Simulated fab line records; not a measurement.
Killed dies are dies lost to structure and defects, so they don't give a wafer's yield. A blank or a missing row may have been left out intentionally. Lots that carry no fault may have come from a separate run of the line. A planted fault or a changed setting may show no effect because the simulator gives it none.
The tool behind it: which one? :: flow n5 finfet :: Sampling: 10 lots, 30 wafers, 3 of 1938 route steps

== WHAT THE GAUGES SHOWED, per wafer ==
N5_BEOL_M7_CD_MEAS_11: the cd target is 38.5 nm.
lot: L916
measured: day 9 03:11
on: cd sem-01
cd nm (nm): 38.5 39.3 39.5

lot: L918
measured: day 9 19:54
on: cd sem-01
cd nm (nm): 38.2 37.9 38.9

lot: L920
measured: day 10 01:33
on: cd sem-01
cd nm (nm): 39.5 39.5 38.4

lot: L922
measured: day 10 19:33
on: cd sem-03
cd nm (nm): 39.0 38.8 38.1

lot: L923
measured: day 10 22:38
on: cd sem-02
cd nm (nm): 39.0 38.5 38.8

lot: L924
measured: day 10 22:48
on: cd sem-01
cd nm (nm): 38.5 37.5 39.0

lot: L925
measured: day 11 21:16
on: cd sem-01
cd nm (nm): 39.1 39.0 38.4

lot: L926
measured: day 12 08:10
on: cd sem-02
cd nm (nm): 38.4 39.2 38.5

lot: L932
measured: day 13 15:08
on: cd sem-02
cd nm (nm): 38.6 38.4 39.1

lot: L936
measured: day 15 01:55
on: cd sem-02
cd nm (nm): 39.0 38.6 37.7

== WHAT TOOL EACH LOT RAN ON (gives the tool, then ch and the chambers of the sampled wafers, and finally the start) ==
lot: L916
N5_BEOL_M7_PECVD_70: pecvd-02 ch 0,1,2, day 9 02:29
N5_BEOL_M7_HM_DEP_02: pvd sputter-01, day 9 02:49

lot: L918
N5_BEOL_M7_PECVD_70: pecvd-01 ch 1,2, day 9 18:32
N5_BEOL_M7_HM_DEP_02: pvd sputter-03, day 9 19:24

lot: L920
N5_BEOL_M7_PECVD_70: pecvd-01 ch 0,1,2, day 9 23:14
N5_BEOL_M7_HM_DEP_02: pvd sputter-02, day 10 01:02

lot: L922
N5_BEOL_M7_PECVD_70: pecvd-04 ch 0,1,2, day 10 18:39
N5_BEOL_M7_HM_DEP_02: pvd sputter-01, day 10 19:03

lot: L923
N5_BEOL_M7_PECVD_70: pecvd-01 ch 0,1,2, day 10 21:18
N5_BEOL_M7_HM_DEP_02: pvd sputter-01, day 10 22:08

lot: L924
N5_BEOL_M7_PECVD_70: pecvd-01 ch 0,1,2, day 10 21:31
N5_BEOL_M7_HM_DEP_02: pvd sputter-02, day 10 22:13

lot: L925
N5_BEOL_M7_PECVD_70: pecvd-04 ch 0,1, day 11 17:38
N5_BEOL_M7_HM_DEP_02: pvd sputter-02, day 11 20:53

lot: L926
N5_BEOL_M7_PECVD_70: pecvd-02 ch 0,1,2, day 12 05:58
N5_BEOL_M7_HM_DEP_02: pvd sputter-02, day 12 07:39

lot: L932
N5_BEOL_M7_PECVD_70: pecvd-01 ch 1,2, day 13 13:18
N5_BEOL_M7_HM_DEP_02: pvd sputter-02, day 13 14:38

lot: L936
N5_BEOL_M7_PECVD_70: pecvd-04 ch 0,1, day 15 01:11
N5_BEOL_M7_HM_DEP_02: pvd sputter-03, day 15 01:26
- N5_BEOL_M7_PECVD_70: deposits SiO2 from TEOS/O2, target thk 20 nm, time 22.7 s.
- N5_BEOL_M7_HM_DEP_02: deposits TiN, target thk 20 nm.

== AS READ BY THE TOOLS THEMSELVES (means over the sampled wafers that have a number; for cases with no such wafer, the mark the record gives instead) ==
N5_BEOL_M7_PECVD_70.
lot: L916
tool: pecvd-02
chamber pressure Torr (Torr): 5.492
heater power w (W): 670
showerhead plenum p Torr (Torr): 8.83
showerhead vpp V (V): 1277
throttle valve pct (%): 21.6

lot: L918
tool: pecvd-01
chamber pressure Torr (Torr): 5.496
heater power w (W): 783
showerhead plenum p Torr (Torr): 8.79
showerhead vpp V (V): 1270
throttle valve pct (%): 22.7

lot: L920
tool: pecvd-01
chamber pressure Torr (Torr): 5.502
heater power w (W): 737
showerhead plenum p Torr (Torr): 8.79
showerhead vpp V (V): 1264
throttle valve pct (%): 22.5

lot: L922
tool: pecvd-04
chamber pressure Torr (Torr): 5.498
heater power w (W): 607
showerhead plenum p Torr (Torr): 8.74
showerhead vpp V (V): 1330
throttle valve pct (%): 21.8

lot: L923
tool: pecvd-01
chamber pressure Torr (Torr): 5.496
heater power w (W): 666
showerhead plenum p Torr (Torr): 8.77
showerhead vpp V (V): 1261
throttle valve pct (%): 22.5

lot: L924
tool: pecvd-01
chamber pressure Torr (Torr): 5.499
heater power w (W): 702
showerhead plenum p Torr (Torr): 8.78
showerhead vpp V (V): 1251
throttle valve pct (%): 22.6

lot: L925
tool: pecvd-04
chamber pressure Torr (Torr): 5.503
heater power w (W): 656
showerhead plenum p Torr (Torr): 8.80
showerhead vpp V (V): 1312
throttle valve pct (%): 21.8

lot: L926
tool: pecvd-02
chamber pressure Torr (Torr): 5.488
heater power w (W): 671
showerhead plenum p Torr (Torr): 8.81
showerhead vpp V (V): 1287
throttle valve pct (%): 21.7

lot: L932
tool: pecvd-01
chamber pressure Torr (Torr): 5.504
heater power w (W): 674
showerhead plenum p Torr (Torr): 8.78
showerhead vpp V (V): 1246
throttle valve pct (%): 22.4

lot: L936
tool: pecvd-04
chamber pressure Torr (Torr): 5.516
heater power w (W): 512
showerhead plenum p Torr (Torr): 8.84
showerhead vpp V (V): 1329
throttle valve pct (%): 21.7

N5_BEOL_M7_HM_DEP_02.
lot: L916
tool: pvd sputter-01
throttle valve pct (%): 30.2

lot: L918
tool: pvd sputter-03
throttle valve pct (%): 30.8

lot: L920
tool: pvd sputter-02
throttle valve pct (%): 28.6

lot: L922
tool: pvd sputter-01
throttle valve pct (%): 30.1

lot: L923
tool: pvd sputter-01
throttle valve pct (%): 30.1

lot: L924
tool: pvd sputter-02
throttle valve pct (%): 28.8

lot: L925
tool: pvd sputter-02
throttle valve pct (%): 28.9

lot: L926
tool: pvd sputter-02
throttle valve pct (%): 29.3

lot: L932
tool: pvd sputter-02
throttle valve pct (%): 28.6

lot: L936
tool: pvd sputter-03
throttle valve pct (%): 30.4

== THE ANSWER, worked out from the rows above alone ==
Rule: the lots themselves supply what counts as usual. Put in order of their means at a reading, lots are off if they are a third of the lots or fewer, leave a main group of 4 or more, and stand apart from it by a gap of 3 or more times the standard deviation of the main group's means; of several such gaps the widest counts. A main group whose means are all the same, to the digits that the tables above print for the reading, isn't used. A lot without any number at a reading at which 4 lots or more have one is off too. The other lots that the step has rows for count as sound. After the gauges, taken in route order, come the tools' own readings; for these a lot's mean is taken, as printed above. The first step at which some lot is off is used, and at that step the reading that is off furthest; a lot without a number counts as furthest.
No lot is off at any reading shown: from this, nothing can be told.

== WHAT HAD BEEN PUT IN BY THE SIMULATOR ==
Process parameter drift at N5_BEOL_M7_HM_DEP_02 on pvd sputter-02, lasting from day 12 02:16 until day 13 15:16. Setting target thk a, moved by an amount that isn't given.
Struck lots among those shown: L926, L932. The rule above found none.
